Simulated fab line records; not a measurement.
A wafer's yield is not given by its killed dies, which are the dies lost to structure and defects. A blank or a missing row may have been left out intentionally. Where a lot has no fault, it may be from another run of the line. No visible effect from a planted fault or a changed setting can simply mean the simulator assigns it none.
Which of the tools did it? / flow n5 finfet / 9 lots, 27 wafers sampled, at 5 steps of a route of 1938

WHAT EACH GAUGE READ, for each wafer
N5_ZERO_LAYER_CD_MEAS_11: the cd target is 2000 nm.
lot=L939; measured=day 3 00:46; on=cd sem-02; cd nm (nm)=1996.8 1998.8 1999.7
lot=L942; measured=day 3 18:40; on=cd sem-02; cd nm (nm)=1998.1 1996.6 1995.8
lot=L943; measured=day 4 00:47; on=cd sem-03; cd nm (nm)=2003.6 1999.8 1999.9
lot=L944; measured=day 4 06:46; on=cd sem-02; cd nm (nm)=1995.8 1998.1 1999.8
lot=L945; measured=day 4 12:46; on=cd sem-01; cd nm (nm)=1997.4 1997.2 1999.4
lot=L946; measured=day 4 18:46; on=cd sem-02; cd nm (nm)=1998.0 1998.7 2001.5
lot=L947; measured=day 5 00:46; on=cd sem-03; cd nm (nm)=1999.1 2000.0 2001.4
lot=L948; measured=day 5 06:38; on=cd sem-02; cd nm (nm)=1999.6 1994.7 1997.1
lot=L956; measured=day 7 06:39; on=cd sem-02; cd nm (nm)=2000.5 2000.9 2000.9

N5_WELL_APT_CD_MEAS_25: the cd target is 200 nm.
lot=L939; measured=day 3 03:20; on=cd sem-01; cd nm (nm)=202.6 200.3 199.4
lot=L942; measured=day 3 20:58; on=cd sem-03; cd nm (nm)=201.2 202.5 199.0
lot=L943; measured=day 4 03:02; on=cd sem-02; cd nm (nm)=204.1 202.5 204.2
lot=L944; measured=day 4 08:55; on=cd sem-01; cd nm (nm)=201.2 200.8 203.9
lot=L945; measured=day 4 14:58; on=cd sem-03; cd nm (nm)=200.6 201.6 198.8
lot=L946; measured=day 4 21:40; on=cd sem-03; cd nm (nm)=198.1 198.1 201.8
lot=L947; measured=day 5 03:03; on=cd sem-03; cd nm (nm)=201.7 200.9 205.3
lot=L948; measured=day 5 08:43; on=cd sem-03; cd nm (nm)=204.9 205.9 204.6
lot=L956; measured=day 7 09:23; on=cd sem-03; cd nm (nm)=198.7 202.8 199.4

N5_BEOL_M4_RC_MEAS_101.
lot=L939; measured=day 10 16:01; on=prober-02; DIBL_N (mV/V)=39.0 35.8 36.0; DIBL_P (mV/V)=40.1 36.8 36.7; IOFF_N (nA/um)=0.230 0.172 0.174; IOFF_N_LONG (nA/um)=5.66e-05 5.79e-05 5.65e-05; IOFF_P (nA/um)=0.33 0.25 0.25; IOFF_P_LONG (nA/um)=0.000122 0.000119 0.000121; ION_N (uA/um)=693 676 679; ION_P (uA/um)=476 474 471; SS_N (mV/dec)=72.4 72.2 71.8; SS_P (mV/dec)=75.6 73.9 73.8; VT_N (mV)=247 245 252; VT_P (mV)=-242 -241 -246
lot=L942; measured=day 11 00:26; on=prober-01; DIBL_N (mV/V)=35.3 32.1 34.6; DIBL_P (mV/V)=35.3 31.7 35.5; IOFF_N (nA/um)=0.149 0.108 0.132; IOFF_N_LONG (nA/um)=5.44e-05 5.34e-05 5.37e-05; IOFF_P (nA/um)=0.23 0.17 0.21; IOFF_P_LONG (nA/um)=0.000109 0.000108 0.000116; ION_N (uA/um)=674 662 664; ION_P (uA/um)=465 460 462; SS_N (mV/dec)=71.1 70.5 71.6; SS_P (mV/dec)=73.4 71.9 72.2; VT_N (mV)=251 254 253; VT_P (mV)=-250 -250 -246
lot=L943; measured=day 11 01:06; on=prober-02; DIBL_N (mV/V)=33.6 33.6 34.0; DIBL_P (mV/V)=32.8 33.8 34.8; IOFF_N (nA/um)=0.111 0.130 0.126; IOFF_N_LONG (nA/um)=5.6e-05 5.73e-05 5.7e-05; IOFF_P (nA/um)=0.17 0.20 0.20; IOFF_P_LONG (nA/um)=0.000112 0.00011 0.00011; ION_N (uA/um)=659 674 656; ION_P (uA/um)=452 474 458; SS_N (mV/dec)=70.7 70.3 71.2; SS_P (mV/dec)=71.5 72.5 72.3; VT_N (mV)=256 249 255; VT_P (mV)=-253 -250 -248
lot=L944; measured=day 11 10:58; on=prober-01; DIBL_N (mV/V)=34.0 31.6 35.0; DIBL_P (mV/V)=34.9 31.7 35.7; IOFF_N (nA/um)=0.120 0.090 0.139; IOFF_N_LONG (nA/um)=5.57e-05 5.63e-05 5.71e-05; IOFF_P (nA/um)=0.19 0.15 0.20; IOFF_P_LONG (nA/um)=0.000114 0.000114 0.00011; ION_N (uA/um)=654 637 672; ION_P (uA/um)=458 446 465; SS_N (mV/dec)=70.6 70.3 70.4; SS_P (mV/dec)=72.7 72.0 73.0; VT_N (mV)=256 260 252; VT_P (mV)=-250 -251 -249
lot=L945; measured=day 11 13:35; on=prober-02; DIBL_N (mV/V)=38.0 34.4 34.8; DIBL_P (mV/V)=38.5 35.4 35.3; IOFF_N (nA/um)=0.188 0.131 0.133; IOFF_N_LONG (nA/um)=6.97e-05 6.78e-05 6.88e-05; IOFF_P (nA/um)=0.24 0.20 0.20; IOFF_P_LONG (nA/um)=0.000128 0.000122 0.000129; ION_N (uA/um)=671 659 648; ION_P (uA/um)=463 461 450; SS_N (mV/dec)=71.5 70.4 71.9; SS_P (mV/dec)=74.1 73.4 72.8; VT_N (mV)=246 251 250; VT_P (mV)=-246 -251 -250
lot=L946; measured=day 11 22:42; on=prober-02; DIBL_N (mV/V)=35.4 33.1 32.8; DIBL_P (mV/V)=36.4 33.2 33.1; IOFF_N (nA/um)=0.139 0.101 0.107; IOFF_N_LONG (nA/um)=5.58e-05 5.41e-05 5.51e-05; IOFF_P (nA/um)=0.19 0.15 0.15; IOFF_P_LONG (nA/um)=0.000106 0.000107 0.0001; ION_N (uA/um)=662 649 663; ION_P (uA/um)=460 449 449; SS_N (mV/dec)=71.7 71.2 71.0; SS_P (mV/dec)=73.9 72.4 72.7; VT_N (mV)=252 256 256; VT_P (mV)=-250 -253 -255
lot=L947; measured=day 11 19:53; on=prober-01; DIBL_N (mV/V)=36.2 34.2 35.7; DIBL_P (mV/V)=36.4 35.0 36.0; IOFF_N (nA/um)=0.143 0.112 0.139; IOFF_N_LONG (nA/um)=5.33e-05 5.1e-05 5.25e-05; IOFF_P (nA/um)=0.19 0.17 0.19; IOFF_P_LONG (nA/um)=9.6e-05 0.000101 9.9e-05; ION_N (uA/um)=669 657 677; ION_P (uA/um)=458 459 465; SS_N (mV/dec)=71.5 71.6 70.9; SS_P (mV/dec)=73.0 72.5 73.7; VT_N (mV)=250 255 251; VT_P (mV)=-252 -251 -252
lot=L948; measured=day 12 12:25; on=prober-02; DIBL_N (mV/V)=35.0 36.6 34.2; DIBL_P (mV/V)=34.5 36.1 33.6; IOFF_N (nA/um)=0.125 0.152 0.119; IOFF_N_LONG (nA/um)=7.07e-05 7.02e-05 7.04e-05; IOFF_P (nA/um)=0.17 0.20 0.17; IOFF_P_LONG (nA/um)=0.000124 0.000125 0.00013; ION_N (uA/um)=668 666 667; ION_P (uA/um)=459 454 462; SS_N (mV/dec)=71.3 71.5 71.0; SS_P (mV/dec)=73.3 73.5 72.6; VT_N (mV)=254 251 254; VT_P (mV)=-251 -252 -255
lot=L956; measured=day 13 23:03; on=prober-01; DIBL_N (mV/V)=36.4 35.1 34.8; DIBL_P (mV/V)=36.2 34.7 33.9; IOFF_N (nA/um)=0.156 0.147 0.126; IOFF_N_LONG (nA/um)=5.65e-05 5.84e-05 5.72e-05; IOFF_P (nA/um)=0.21 0.19 0.17; IOFF_P_LONG (nA/um)=0.00011 0.000108 0.000105; ION_N (uA/um)=663 675 657; ION_P (uA/um)=459 458 457; SS_N (mV/dec)=71.5 70.4 70.7; SS_P (mV/dec)=73.0 72.8 72.9; VT_N (mV)=250 249 252; VT_P (mV)=-249 -250 -255

WHICH TOOL RAN EACH LOT (tool, then ch and the chambers of the sampled wafers, then the start)
lot=L939; N5_ZERO_LAYER_DESCUM_16=rie diel-02 ch 1,2,3, day 3 00:55; N5_WELL_APT_RTA_34=rtp anneal-01 ch 0, day 3 05:04
lot=L942; N5_ZERO_LAYER_DESCUM_16=rie diel-02 ch 0,1,2, day 3 18:43; N5_WELL_APT_RTA_34=rtp anneal-01 ch 0, day 3 21:53
lot=L943; N5_ZERO_LAYER_DESCUM_16=rie diel-06 ch 0,1,2, day 4 00:49; N5_WELL_APT_RTA_34=rtp anneal-01 ch 0, day 4 03:53
lot=L944; N5_ZERO_LAYER_DESCUM_16=rie diel-02 ch 0,1,2, day 4 06:48; N5_WELL_APT_RTA_34=rtp anneal-01 ch 0, day 4 10:56
lot=L945; N5_ZERO_LAYER_DESCUM_16=rie diel-06 ch 1,2,3, day 4 12:49; N5_WELL_APT_RTA_34=rtp anneal-01 ch 0, day 4 15:55
lot=L946; N5_ZERO_LAYER_DESCUM_16=rie diel-06 ch 0,1,3, day 4 19:30; N5_WELL_APT_RTA_34=rtp anneal-02 ch 0, day 4 22:47
lot=L947; N5_ZERO_LAYER_DESCUM_16=rie diel-06 ch 1,2,3, day 5 00:48; N5_WELL_APT_RTA_34=rtp anneal-02 ch 0, day 5 03:55
lot=L948; N5_ZERO_LAYER_DESCUM_16=rie diel-01 ch 0,1,3, day 5 06:41; N5_WELL_APT_RTA_34=rtp anneal-01 ch 0, day 5 09:35
lot=L956; N5_ZERO_LAYER_DESCUM_16=rie diel-06 ch 0,2,3, day 7 06:43; N5_WELL_APT_RTA_34=rtp anneal-02 ch 0, day 7 10:20
- N5_ZERO_LAYER_DESCUM_16: chemistry O2, time 7.9 s.
- N5_WELL_APT_RTA_34: time 10 s.

WHAT THE TOOLS THEMSELVES READ (means of the sampled wafers that have a number; where no wafer has one, the mark that the record gives instead)
N5_ZERO_LAYER_DESCUM_16.
lot=L939; tool=rie diel-02; drypump motor current A (A)=6.0; oes product au (a.u.)=0.80; rf vpp V (V)=243.7; showerhead plenum p Torr (Torr)=2.12; throttle valve pct (%)=20.54
lot=L942; tool=rie diel-02; drypump motor current A (A)=5.6; oes product au (a.u.)=0.81; rf vpp V (V)=243.4; showerhead plenum p Torr (Torr)=2.09; throttle valve pct (%)=20.51
lot=L943; tool=rie diel-06; drypump motor current A (A)=5.8; oes product au (a.u.)=0.74; rf vpp V (V)=242.4; showerhead plenum p Torr (Torr)=2.10; throttle valve pct (%)=20.60
lot=L944; tool=rie diel-02; drypump motor current A (A)=5.6; oes product au (a.u.)=0.81; rf vpp V (V)=243.5; showerhead plenum p Torr (Torr)=2.09; throttle valve pct (%)=20.52
lot=L945; tool=rie diel-06; drypump motor current A (A)=5.6; oes product au (a.u.)=0.75; rf vpp V (V)=244.0; showerhead plenum p Torr (Torr)=2.12; throttle valve pct (%)=20.48
lot=L946; tool=rie diel-06; drypump motor current A (A)=5.4; oes product au (a.u.)=0.73; rf vpp V (V)=243.8; showerhead plenum p Torr (Torr)=2.12; throttle valve pct (%)=20.53
lot=L947; tool=rie diel-06; drypump motor current A (A)=5.6; oes product au (a.u.)=0.75; rf vpp V (V)=243.8; showerhead plenum p Torr (Torr)=2.12; throttle valve pct (%)=20.49
lot=L948; tool=rie diel-01; drypump motor current A (A)=6.0; oes product au (a.u.)=0.75; rf vpp V (V)=242.2; showerhead plenum p Torr (Torr)=2.03; throttle valve pct (%)=20.30
lot=L956; tool=rie diel-06; drypump motor current A (A)=5.7; oes product au (a.u.)=0.72; rf vpp V (V)=243.3; showerhead plenum p Torr (Torr)=2.11; throttle valve pct (%)=20.84

N5_WELL_APT_RTA_34.
lot=L939; tool=rtp anneal-01; lamp power pct (%)=13.02; lamp_zone_1_pct (%)=12.991; lamp_zone_2_pct (%)=13.013; lamp_zone_3_pct (%)=13.015; lamp_zone_4_pct (%)=13.015; lamp_zone_5_pct (%)=12.984; lamp_zone_6_pct (%)=12.924; lamp_zone_7_pct (%)=13.436; wafer_temp_C_max=1002.4
lot=L942; tool=rtp anneal-01; lamp power pct (%)=13.05; lamp_zone_1_pct (%)=13.009; lamp_zone_2_pct (%)=13.005; lamp_zone_3_pct (%)=13.014; lamp_zone_4_pct (%)=12.969; lamp_zone_5_pct (%)=12.998; lamp_zone_6_pct (%)=12.924; lamp_zone_7_pct (%)=13.407; wafer_temp_C_max=1003.1
lot=L943; tool=rtp anneal-01; lamp power pct (%)=13.01; lamp_zone_1_pct (%)=13.004; lamp_zone_2_pct (%)=13.007; lamp_zone_3_pct (%)=12.994; lamp_zone_4_pct (%)=13.008; lamp_zone_5_pct (%)=12.987; lamp_zone_6_pct (%)=12.964; lamp_zone_7_pct (%)=13.396; wafer_temp_C_max=1003.7
lot=L944; tool=rtp anneal-01; lamp power pct (%)=12.99; lamp_zone_1_pct (%)=13.003; lamp_zone_2_pct (%)=13.012; lamp_zone_3_pct (%)=12.970; lamp_zone_4_pct (%)=12.982; lamp_zone_5_pct (%)=12.978; lamp_zone_6_pct (%)=12.918; lamp_zone_7_pct (%)=13.421; wafer_temp_C_max=1003.7
lot=L945; tool=rtp anneal-01; lamp power pct (%)=11.44; lamp_zone_1_pct (%)=11.408; lamp_zone_2_pct (%)=11.406; lamp_zone_3_pct (%)=11.408; lamp_zone_4_pct (%)=11.419; lamp_zone_5_pct (%)=11.408; lamp_zone_6_pct (%)=11.376; lamp_zone_7_pct (%)=11.803; wafer_temp_C_max=1004.2
lot=L946; tool=rtp anneal-02; lamp power pct (%)=13.02; lamp_zone_1_pct (%)=13.004; lamp_zone_2_pct (%)=12.990; lamp_zone_3_pct (%)=12.978; lamp_zone_4_pct (%)=13.021; lamp_zone_5_pct (%)=13.007; lamp_zone_6_pct (%)=12.899; lamp_zone_7_pct (%)=13.419; wafer_temp_C_max=1002.6
lot=L947; tool=rtp anneal-02; lamp power pct (%)=12.91; lamp_zone_1_pct (%)=13.009; lamp_zone_2_pct (%)=12.997; lamp_zone_3_pct (%)=13.003; lamp_zone_4_pct (%)=13.012; lamp_zone_5_pct (%)=12.975; lamp_zone_6_pct (%)=12.913; lamp_zone_7_pct (%)=13.407; wafer_temp_C_max=1004.0
lot=L948; tool=rtp anneal-01; lamp power pct (%)=11.37; lamp_zone_1_pct (%)=11.413; lamp_zone_2_pct (%)=11.423; lamp_zone_3_pct (%)=11.434; lamp_zone_4_pct (%)=11.406; lamp_zone_5_pct (%)=11.403; lamp_zone_6_pct (%)=11.330; lamp_zone_7_pct (%)=11.795; wafer_temp_C_max=1003.8
lot=L956; tool=rtp anneal-02; lamp power pct (%)=13.04; lamp_zone_1_pct (%)=13.005; lamp_zone_2_pct (%)=13.008; lamp_zone_3_pct (%)=13.000; lamp_zone_4_pct (%)=12.994; lamp_zone_5_pct (%)=12.979; lamp_zone_6_pct (%)=12.920; lamp_zone_7_pct (%)=13.415; wafer_temp_C_max=1004.6

THE ANSWER, worked out from the rows above alone
Rule: the usual values come from the lots themselves. The widest of any qualifying gaps counts: lots, ordered by their means at a reading, are off when they make up no more than a third of the lots, leave a main group of 4 or more, and stand apart from it by 3 or more times the standard deviation of that group's means. The tables above print the reading to a certain number of digits; a main group whose means all agree to those digits is not used. A lot without any number at a reading at which 4 lots or more have one is off too. All remaining lots with rows at the step are treated as sound. Order of review: gauges by route order, followed by the tools' own readings, for which a lot's mean as printed above is used. At the first step where some lot is off, the reading lying furthest off is the one used; lots without a number count as furthest.
Off: at N5_BEOL_M4_RC_MEAS_101 (IOFF_N_LONG), L945, L948. For the main group the mean is 5.6e-05 nA/um and the standard deviation 1.8e-06.
If a tool, at a process step before that reading, ran all the lots that are off and no sound lot after the first of them, it fits. The gauges at N5_BEOL_M4_RC_MEAS_101 aren't tried: what is off there is off at N5_WELL_APT_RTA_34 too, on other tools, and a gauge's error can't cause that. One fits: rtp anneal-01 at N5_WELL_APT_RTA_34. Its last sound lot is L944 (day 4 10:56), its first lot that is off L945 (day 4 15:55): a fault that began between those two fits.
The tool's own readings at N5_WELL_APT_RTA_34 bear it out: on the lots that are off they differ by more than 5 times the standard deviation of the sound lots' means. lamp power pct reads 11.40 % there against 13.01 % on the sound lots; lamp_zone_1_pct reads 11.410 % there against 13.004 % on the sound lots; lamp_zone_2_pct reads 11.415 % there against 13.005 % on the sound lots; lamp_zone_3_pct reads 11.421 % there against 12.996 % on the sound lots; lamp_zone_4_pct reads 11.413 % there against 13.000 % on the sound lots; lamp_zone_5_pct reads 11.405 % there against 12.987 % on the sound lots; lamp_zone_6_pct reads 11.353 % there against 12.923 % on the sound lots; lamp_zone_7_pct reads 11.799 % there against 13.414 % on the sound lots.

WHAT THE SIMULATOR PUT IN
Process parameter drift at N5_WELL_APT_RTA_34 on rtp anneal-01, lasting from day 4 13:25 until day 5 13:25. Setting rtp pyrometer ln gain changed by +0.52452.
Shown lots that were struck: L945, L948. This agrees with what the rule above found.
